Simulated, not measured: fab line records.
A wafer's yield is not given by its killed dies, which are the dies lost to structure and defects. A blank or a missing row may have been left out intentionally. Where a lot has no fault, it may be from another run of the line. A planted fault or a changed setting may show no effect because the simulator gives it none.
Which tool was responsible? -- flow n5-finfet -- Sampling: 10 lots, 28 wafers, 6 of 1938 route steps

## WHAT THE GAUGES SHOWED, per wafer
N5_PMOS_HMC_CHANNEL_EPI_CD_MEAS_09: target cd 237.4 nm. Usual: cd-nm reads 237.3 nm (standard deviation 0.92).
lot,measured,on,cd-nm (nm),flag
L367,day 1 16:59,cd-sem-03,236.9 237.8 237.0,
L371,day 2 17:10,cd-sem-02,235.3 235.6,
L375,day 3 17:45,cd-sem-03,237.4 237.0 237.5,
L376,day 3 23:38,cd-sem-02,236.9 237.1,
L377,day 4 05:38,cd-sem-03,236.5 237.9 236.6,
L379,day 4 17:23,cd-sem-02,236.8 237.4 236.2,
L381,day 5 06:01,cd-sem-03,237.9 236.4 237.2,
L385,day 6 05:40,cd-sem-02,238.0 237.5 236.1,
L387,day 6 19:43,cd-sem-02,237.5 238.6 236.9,
L390,day 7 11:01,cd-sem-02,237.8 236.5 237.4,

N5_BEOL_M4_RC_MEAS_101. Usual: DIBL_N 36.4 mV/V, standard deviation 1.9; DIBL_P 35.8 mV/V, standard deviation 2.1; IOFF_N 0.158 nA/um, standard deviation 0.029; IOFF_P 0.21 nA/um, standard deviation 0.035; ION_N 676 uA/um, standard deviation 14; ION_P 465 uA/um, standard deviation 9.7; SS_N 71.5 mV/dec, standard deviation 0.66; SS_P 73.4 mV/dec, standard deviation 0.7; VT_N 249.8 mV, standard deviation 3; VT_P -250 mV, standard deviation 3.3.
lot,measured,on,DIBL_N (mV/V),DIBL_P (mV/V),IOFF_N (nA/um),IOFF_P (nA/um),ION_N (uA/um),ION_P (uA/um),SS_N (mV/dec),SS_P (mV/dec),VT_N (mV),VT_P (mV),flag
L367,day 9 10:20,prober-01,38.5 37.8 37.9,39.9 36.8 37.4,0.219 0.196 0.190,0.27 0.21 0.21,677 677 665,463 455 452,71.9 72.8 72.8,75.0 73.8 74.1,242.7 249.7 250.0,-249 -251 -253,
L371,day 9 19:14,prober-02,38.7 37.0,39.5 37.7,0.200 0.170,0.23 0.21,693 694,465 473,72.1 71.2,74.2 73.7,246.4 248.1,-250 -253,
L375,day 11 02:13,prober-02,36.7 33.3 37.8,36.4 32.6 36.6,0.161 0.110 0.167,0.22 0.17 0.23,684 675 667,468 465 461,72.4 70.9 72.5,73.9 72.2 73.8,250.9 255.0 252.5,-247 -251 -246,
L376,day 11 04:08,prober-01,38.3 34.2,38.8 35.3,0.204 0.135,0.30 0.23,678 686,472 482,72.6 71.4,74.8 73.7,246.1 250.5,-246 -246,
L377,day 11 11:07,prober-01,37.8 34.9 35.2,36.9 32.9 33.9,0.182 0.128 0.140,0.23 0.16 0.19,700 675 663,476 465 458,72.1 71.0 71.0,74.9 72.7 73.7,248.2 252.3 253.5,-247 -255 -253,
L379,day 12 12:55,prober-02,38.2 33.7 36.4,38.0 33.5 36.1,0.187 0.113 0.148,0.21 0.15 0.18,678 663 675,465 456 452,72.9 70.5 71.4,73.3 71.4 73.2,248.1 253.5 250.3,-250 -253 -253,
L381,day 12 18:08,prober-01,36.4 36.7 36.3,36.5 37.1 34.9,0.190 0.190 0.168,0.23 0.23 0.19,687 686 662,469 462 455,71.2 71.8 71.9,73.5 73.0 72.3,245.3 244.6 247.2,-252 -249 -251,
L385,day 13 18:32,prober-02,35.8 35.2 34.1,34.8 34.1 31.6,0.155 0.142 0.117,0.21 0.19 0.16,671 666 656,469 459 448,71.1 71.3 71.0,73.4 73.4 72.0,250.0 251.1 250.5,-249 -248 -251,
L387,day 14 17:25,prober-02,38.4 35.8 39.0,37.8 33.4 37.1,0.196 0.134 0.208,0.23 0.17 0.23,676 666 665,461 454 457,72.1 70.3 72.7,73.7 72.7 73.9,247.2 250.9 247.2,-247 -251 -250,
L390,day 15 10:07,prober-01,33.6 31.6 30.2,33.7 31.8 30.0,0.126 0.110 0.091,0.18 0.16 0.14,668 667 652,463 462 455,72.0 70.6 70.8,72.9 72.2 71.9,252.8 253.3 257.4,-250 -254 -254,

## WHAT TOOL EACH LOT RAN ON (gives the tool, then ch and the chambers of the sampled wafers, and finally the start)
lot,N5_ZERO_LAYER_COAT_05,N5_ZERO_LAYER_DESCUM_16,N5_ZERO_LAYER_ETCH_18,N5_ZERO_LAYER_STRIP_24
L367,"litho-track-03 ch 0, day 1 12:23","rie-diel-06 ch 2,3, day 1 12:42","rie-si-06 ch 0,1,2, day 1 12:48","plasma-asher-01 ch 0, day 1 12:55"
L371,"litho-track-02 ch 0, day 2 12:22","rie-diel-02 ch 0,3, day 2 12:49","rie-si-06 ch 1,2, day 2 12:55","plasma-asher-02 ch 0,1, day 2 13:01"
L375,"litho-track-02 ch 0, day 3 12:22","rie-diel-06 ch 0,2,3, day 3 12:49","rie-si-06 ch 0,2,3, day 3 12:55","plasma-asher-01 ch 0,1, day 3 13:01"
L376,"litho-track-02 ch 0, day 3 18:22","rie-diel-06 ch 0,3, day 3 19:02","rie-si-03 ch 0,1, day 3 19:09","plasma-asher-02 ch 0,1, day 3 19:15"
L377,"litho-track-02 ch 0, day 4 00:29","rie-diel-02 ch 1,2,3, day 4 00:48","rie-si-05 ch 0,1,3, day 4 00:55","plasma-asher-02 ch 0,1, day 4 01:01"
L379,"litho-track-02 ch 0, day 4 12:22","rie-diel-02 ch 0,2,3, day 4 12:49","rie-si-03 ch 1,2,3, day 4 12:55","plasma-asher-01 ch 0,1, day 4 13:02"
L381,"litho-track-02 ch 0, day 5 00:22","rie-diel-01 ch 0,2,3, day 5 00:55","rie-si-03 ch 0,1,2, day 5 01:02","plasma-asher-01 ch 0,1, day 5 01:08"
L385,"litho-track-04 ch 0, day 6 00:50","rie-diel-06 ch 0,1,3, day 6 01:09","rie-si-06 ch 0,2,3, day 6 01:15","plasma-asher-01 ch 0,1, day 6 01:22"
L387,"litho-track-04 ch 0, day 6 12:33","rie-diel-02 ch 0,1, day 6 13:07","rie-si-06 ch 1,2, day 6 13:13","plasma-asher-01 ch 0,1, day 6 13:20"
L390,"litho-track-03 ch 0, day 7 06:22","rie-diel-01 ch 1,2,3, day 7 06:41","rie-si-03 ch 0,2,3, day 7 06:47","plasma-asher-02 ch 0,1, day 7 06:53"
- N5_ZERO_LAYER_COAT_05: resist thk 1000 nm.
- N5_ZERO_LAYER_DESCUM_16: chemistry O2, time 7.9 s.
- N5_ZERO_LAYER_ETCH_18: etches Si in HBr/Cl2, target depth 120 nm, time 40 s.
- N5_ZERO_LAYER_STRIP_24: strips in O2.

## WHAT THE TOOLS THEMSELVES READ (means of the sampled wafers that have a number; where no wafer has one, the mark that the record gives instead)
N5_ZERO_LAYER_COAT_05. Usual: dispense-pressure-kPa 48 kPa, standard deviation 4.6; exhaust-pa 44.9 Pa, standard deviation 0.82; spin-speed-rpm 1500.0 rpm, standard deviation 0.97.
lot,tool,dispense-pressure-kPa (kPa),exhaust-pa (Pa),spin-speed-rpm (rpm),flag
L367,litho-track-03,47,44.6,1499.5,
L371,litho-track-02,43,43.9,1500.2,
L375,litho-track-02,43,45.2,1500.0,
L376,litho-track-02,43,45.7,1500.2,
L377,litho-track-02,43,45.8,1554.4,OFF
L379,litho-track-02,43,45.0,1553.9,OFF
L381,litho-track-02,43,44.7,1556.0,OFF
L385,litho-track-04,55,44.9,1499.3,
L387,litho-track-04,55,45.1,1500.4,
L390,litho-track-03,47,45.2,1500.4,

N5_ZERO_LAYER_DESCUM_16. Usual: drypump-motor-current-A 6.1 A, standard deviation 0.47; oes-product-au 0.76 a.u., standard deviation 0.044; rf-vpp-V 242.6 V, standard deviation 1.4; showerhead-plenum-p-Torr 2.06 Torr, standard deviation 0.087; throttle-valve-pct 20.51 %, standard deviation 0.19.
lot,tool,drypump-motor-current-A (A),oes-product-au (a.u.),rf-vpp-V (V),showerhead-plenum-p-Torr (Torr),throttle-valve-pct (%),flag
L367,rie-diel-06,6.3,0.76,242.4,2.06,20.49,
L371,rie-diel-02,6.5,0.74,241.4,2.01,20.57,
L375,rie-diel-06,6.1,0.74,243.4,2.09,20.47,
L376,rie-diel-06,6.3,0.72,242.8,2.04,20.48,
L377,rie-diel-02,6.2,0.79,243.1,2.06,20.58,
L379,rie-diel-02,6.5,0.75,241.6,1.99,20.54,
L381,rie-diel-01,5.9,0.75,243.4,2.10,20.58,
L385,rie-diel-06,6.2,0.75,241.9,2.00,20.42,
L387,rie-diel-02,5.9,0.75,243.2,2.13,20.42,
L390,rie-diel-01,5.7,0.72,243.4,2.09,20.66,

N5_ZERO_LAYER_ETCH_18. Usual: drypump-motor-current-A 5.7 A, standard deviation 0.54; oes-product-au 0.996 a.u., standard deviation 0.016; throttle-valve-pct 36.3 %, standard deviation 0.3.
lot,tool,drypump-motor-current-A (A),oes-product-au (a.u.),throttle-valve-pct (%),flag
L367,rie-si-06,5.5,0.987,36.3,
L371,rie-si-06,5.4,0.984,36.5,
L375,rie-si-06,5.3,0.997,36.4,
L376,rie-si-03,5.3,1.004,36.3,
L377,rie-si-05,5.7,0.991,36.3,
L379,rie-si-03,6.2,1.005,36.1,
L381,rie-si-03,5.8,1.001,36.1,
L385,rie-si-06,5.3,0.995,36.4,
L387,rie-si-06,5.4,0.984,36.6,
L390,rie-si-03,6.1,1.005,36.1,

N5_ZERO_LAYER_STRIP_24. Usual: drypump-motor-current-A 6.0 A, standard deviation 0.42; heater-power-w 324 W, standard deviation 38; oes-product-au 0.648 a.u., standard deviation 0.0046; strip-time-to-endpoint-s 43.85 s, standard deviation 0.077.
lot,tool,drypump-motor-current-A (A),heater-power-w (W),oes-product-au (a.u.),strip-time-to-endpoint-s (s),flag
L367,plasma-asher-01,6.6,298,0.651,43.89,
L371,plasma-asher-02,5.8,307,0.645,43.77,
L375,plasma-asher-01,5.9,353,0.650,43.83,
L376,plasma-asher-02,5.8,315,0.649,43.86,
L377,plasma-asher-02,5.9,301,0.644,43.28,OFF
L379,plasma-asher-01,5.9,354,0.644,43.31,OFF
L381,plasma-asher-01,5.9,350,0.648,43.27,OFF
L385,plasma-asher-01,6.3,326,0.645,44.05,
L387,plasma-asher-01,6.3,319,0.648,43.75,
L390,plasma-asher-02,5.8,315,0.650,43.87,

## THE ANSWER, worked out from the rows above alone
Rule: a lot is off if the mean of its wafers that have a number lies more than 3 standard deviations from the usual mean. Also off: a lot with no number at a reading for which 4 or more lots have one. All remaining lots with rows at the step are treated as sound. After the gauges, taken in route order, come the tools' own readings; for these a lot's mean is taken, as printed above. At the first step where some lot is off, the reading lying furthest off is the one used; lots without a number count as furthest.
Off at N5_ZERO_LAYER_COAT_05 (spin-speed-rpm): L377, L379, L381.
If a tool, at that step or one of the process steps before it, ran each lot that is off and ran no sound lot following the first of them, it fits. One fits: N5_ZERO_LAYER_COAT_05 on litho-track-02. Its last sound lot is L376 (day 3 18:22), its first lot that is off L377 (day 4 00:29): a fault that began between those two fits.
The tool's own readings at N5_ZERO_LAYER_COAT_05 bear it out: on the lots that are off they differ by more than 5 times the standard deviation of the sound lots' means. spin-speed-rpm reads 1554.8 rpm there against 1500.0 rpm on the sound lots.

## WHAT THE SIMULATOR PUT IN
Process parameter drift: litho-track-02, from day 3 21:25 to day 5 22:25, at N5_ZERO_LAYER_COAT_05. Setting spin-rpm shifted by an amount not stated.
Struck lots among those shown: L377, L379, L381. The rule above reached the same finding.
